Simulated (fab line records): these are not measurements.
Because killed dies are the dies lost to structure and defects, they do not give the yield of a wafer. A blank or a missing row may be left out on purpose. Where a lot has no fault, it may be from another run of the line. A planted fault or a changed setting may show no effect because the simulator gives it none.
Chamber matching + flow n5-finfet + 4 sister chambers for N5_BEOL_M2_ETCH_69 on rie-diel-05
The step etches SiARC in CF4, target depth 15.6 nm, time 26 s. 16 wafers are shown with their chamber, then 8 later ones without.

## EACH WAFER AND ITS CHAMBER
| wafer  | chamber | drypump-motor-current-A (A) | throttle-valve-pct (%) | etch-rf-on-time-s (s) |
|--------|---------|-----------------------------|------------------------|-----------------------|
| L077.3 | 3       | 6.0                         | 15.42                  | 25.0                  |
| L077.4 | 1       | 6.5                         | 15.95                  | 27.5                  |
| L077.6 | 2       | 6.3                         | 15.47                  | 26.0                  |
| L078.1 | 2       | 6.3                         | 15.48                  | 26.2                  |
| L078.3 | 1       | 6.5                         | 15.94                  | 27.6                  |
| L078.5 | 2       | 6.3                         | 15.49                  | 26.0                  |
| L083.4 | 3       | 5.9                         | 15.46                  | 24.8                  |
| L083.5 | 2       | 6.3                         | 15.51                  | 25.5                  |
| L083.6 | 0       | 5.8                         | 15.23                  | 25.8                  |
| L087.2 | 0       | 5.8                         | 15.24                  | 25.8                  |
| L087.4 | 2       | 6.3                         | 15.52                  | 25.5                  |
| L087.5 | 0       | 5.8                         | 15.25                  | 25.8                  |
| L090.1 | 1       | 6.5                         | 15.51                  | 26.8                  |
| L090.4 | 3       | 6.0                         | 15.47                  | 25.3                  |
| L090.5 | 0       | 5.8                         | 15.27                  | 26.6                  |
| L091.2 | 2       | 6.3                         | 15.56                  | 26.0                  |

SIGNATURES (means of the wafers above)
| reading                 | chamber 0 | chamber 1 | chamber 2 | chamber 3 | scatter within a chamber |
|-------------------------|-----------|-----------|-----------|-----------|--------------------------|
| drypump-motor-current-A | 5.800     | 6.500     | 6.300     | 5.967     | 0.0236                   |
| throttle-valve-pct      | 15.2475   | 15.8000   | 15.5050   | 15.4500   | 0.106                    |
| etch-rf-on-time-s       | 26.000    | 27.300    | 25.867    | 25.033    | 0.344                    |
Rule: distance of a wafer from a chamber = root of the sum over the readings of ((wafer's reading minus chamber's mean) / reading's scatter) squared. The wafer belongs to the nearest chamber; if the next one is less than 2 further off, it can't be placed. The scatter: take each reading less its chamber's mean, square it, sum over the shown wafers, divide by the number of wafers less the number of chambers, and take the root.

## WAFERS WITH NO CHAMBER GIVEN
| wafer  | drypump-motor-current-A (A) | throttle-valve-pct (%) | etch-rf-on-time-s (s) |
|--------|-----------------------------|------------------------|-----------------------|
| L091.3 | 6.5                         | 15.54                  | 26.8                  |
| L091.5 | 5.8                         | 15.25                  | 26.6                  |
| L094.2 | 6.5                         | 15.54                  | 26.8                  |
| L094.4 | 5.8                         | 15.29                  | 26.3                  |
| L094.5 | 6.3                         | 15.57                  | 26.1                  |
| L096.2 | 6.3                         | 15.55                  | 26.3                  |
| L096.3 | 5.9                         | 15.51                  | 25.5                  |
| L096.6 | 6.0                         | 15.50                  | 25.7                  |

## WHICH CHAMBER EACH ONE RAN IN
| wafer  | from the rows above     | in truth |
|--------|-------------------------|----------|
| L091.3 | 1                       | 1        |
| L091.5 | 0                       | 0        |
| L094.2 | 1                       | 1        |
| L094.4 | 0                       | 0        |
| L094.5 | 2                       | 2        |
| L096.2 | 2                       | 2        |
| L096.3 | can't be placed: 3 or 0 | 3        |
| L096.6 | 3                       | 3        |
Placed correctly: 7 of 8. From these rows, 1 cannot be placed; in 1 the true chamber is one of the candidates. Wrongly placed: 0.
